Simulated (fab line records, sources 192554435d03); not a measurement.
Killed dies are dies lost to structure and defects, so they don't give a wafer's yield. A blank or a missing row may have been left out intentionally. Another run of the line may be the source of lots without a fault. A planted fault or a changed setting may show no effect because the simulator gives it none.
Code-filled problem report in 8D (eight disciplines) form :: flow n5Finfet :: the parts of the form that need people (team, actions taken, sign-off) are left out

1. WHAT WENT WRONG
Mean of etchRfOnTimeS at N5_BEOL_M2_ETCH_69: 31.3 s across 5 wafers in 3 lots; on wafers with no fault it is 26.0 s (standard deviation 0.81). That puts it +6.6 standard deviations away from the usual mean.
The step: etches SiARC in CF4, target depth 15.6 nm, time 26 s.
Seen first at day 8 09:14 on rieDiel-01, wafer L316.5. At this step, 24 wafers from 8 lots have a number in the record. Rule for "out", or "out of limits": more than 4 standard deviations from the usual mean. The other wafers with a number count as sound.

2. WHAT IT IS AND WHAT IT IS NOT
question: which readings at this step
is: etchRfOnTimeS
is not: drypumpMotorCurrentA, oesProductAu, rfVppV, showerheadPlenumPTorr, throttleValvePct

question: which lots
is: L316, L317, L321
is not: L310, L312, L324, L329, L332

question: which wafers of those lots
is: L316.5, L317.5, L317.6, L321.1, L321.6
is not: L316.3, L316.4, L317.4, L321.2

question: read on which tools
is: rieDiel-01
is not: rieDiel-03

question: when
is: from day 8 09:14
is not: up to then (8 sound wafers); but 11 sound wafers of L317, L321, L324, L329, L332 came after

3. THE SUSPECTS, EACH WITH WHAT RULES IT OUT
Counting: any tool at a process step up to the reading remains a suspect provided it ran every lot that is out. Sound lots after the first of them don't rule it out here, since some wafers of a struck lot are sound.
- rieDiel-01 at N5_BEOL_M2_ETCH_69 (etches SiARC in CF4, target depth 15.6 nm, time 26 s): kept. It ran every lot that is out, first L316 (day 8 09:14); its last sound lot up to then is L312 (day 7 10:44). On those wafers its own readings are out: etchRfOnTimeS.
The count leaves rieDiel-01 at N5_BEOL_M2_ETCH_69.

4. THE CAUSE (what the simulator had put in)
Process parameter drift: rieDiel-01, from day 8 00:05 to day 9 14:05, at N5_BEOL_M2_ETCH_69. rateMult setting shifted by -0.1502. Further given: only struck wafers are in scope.
Only this tool survived the counting.

5. THE EFFECT CHAIN, in route order
Rows list readings where the struck wafers' mean (over those with a number) sits beyond 3 standard deviations from the usual. Only readings for which the record gives a usual standard deviation are gone through. hours: the time from each lot's start at the first step in this table that gives one to its start at this step, as a median over the lots. sigmas: the change in usual standard deviations.
hours: 0
step: N5_BEOL_M2_ETCH_69
reading: etchRfOnTimeS
usual: 26.0 s
on struck wafers: 31.3
change: +5.3
sigmas: +6.6
The process steps in it:
- N5_BEOL_M2_ETCH_69: etches SiARC in CF4, target depth 15.6 nm, time 26 s.
Later steps that measure or inspect, where all struck wafers having a row at the step show a number for every such reading and not one has moved that far: N5_BEOL_M4_RC_MEAS_101.

6. HOW IT WOULD HAVE BEEN CAUGHT EARLIER
In this record the first reading out of limits was taken at day 8 09:14, 9 hours after the fault began at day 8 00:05.
